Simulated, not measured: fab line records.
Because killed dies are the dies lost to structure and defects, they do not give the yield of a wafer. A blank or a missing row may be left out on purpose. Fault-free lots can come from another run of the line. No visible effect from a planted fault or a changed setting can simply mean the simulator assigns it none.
Chamber matching / flow nand harc / 4 sister chambers for NHARC_P_BONDPAD_STRIP_15 on rie diel-03
The step strips in O2. 7 wafers are shown with their chamber, then 7 later ones without.

WAFERS WITH THEIR CHAMBER
wafer=L077.2; chamber=0; showerhead plenum p Torr (Torr)=3.44; drypump motor current A (A)=5.3
wafer=L079.5; chamber=3; showerhead plenum p Torr (Torr)=3.32; drypump motor current A (A)=5.7
wafer=L081.1; chamber=2; showerhead plenum p Torr (Torr)=3.53; drypump motor current A (A)=6.4
wafer=L081.2; chamber=3; showerhead plenum p Torr (Torr)=3.32; drypump motor current A (A)=5.7
wafer=L081.3; chamber=0; showerhead plenum p Torr (Torr)=3.44; drypump motor current A (A)=5.3
wafer=L093.3; chamber=1; showerhead plenum p Torr (Torr)=3.56; drypump motor current A (A)=5.8
wafer=L093.5; chamber=2; showerhead plenum p Torr (Torr)=3.52; drypump motor current A (A)=6.3

WAFERS WHOSE CHAMBER IS MISSING
wafer=L093.6; showerhead plenum p Torr (Torr)=3.32; drypump motor current A (A)=5.7
wafer=L096.1; showerhead plenum p Torr (Torr)=3.56; drypump motor current A (A)=5.8
wafer=L096.5; showerhead plenum p Torr (Torr)=3.52; drypump motor current A (A)=6.3
wafer=L096.6; showerhead plenum p Torr (Torr)=3.56; drypump motor current A (A)=5.8
wafer=L097.1; showerhead plenum p Torr (Torr)=3.52; drypump motor current A (A)=6.3
wafer=L097.4; showerhead plenum p Torr (Torr)=3.44; drypump motor current A (A)=5.3
wafer=L097.5; showerhead plenum p Torr (Torr)=3.44; drypump motor current A (A)=5.3

WHICH CHAMBER EACH ONE RAN IN
wafer=L093.6; from the rows above=3; in truth=3
wafer=L096.1; from the rows above=1; in truth=1
wafer=L096.5; from the rows above=2; in truth=2
wafer=L096.6; from the rows above=1; in truth=1
wafer=L097.1; from the rows above=2; in truth=2
wafer=L097.4; from the rows above=0; in truth=0
wafer=L097.5; from the rows above=0; in truth=0
Correct placement for 7 of the 7. Number that these rows cannot place: 0. Placed wrongly: 0.
How it was worked out, from the rows above alone: a wafer's distance from a chamber is the root of the sum, over the readings, of the square of ((its reading less the chamber's mean) divided by the reading's scatter). The wafer belongs to the nearest chamber; if the next one is less than 2 further off, it can't be placed. Each chamber's mean is taken over the wafers shown for it. The scatter: take each reading less its chamber's mean, square it, sum over the shown wafers, divide by the number of wafers less the number of chambers, and take the root.
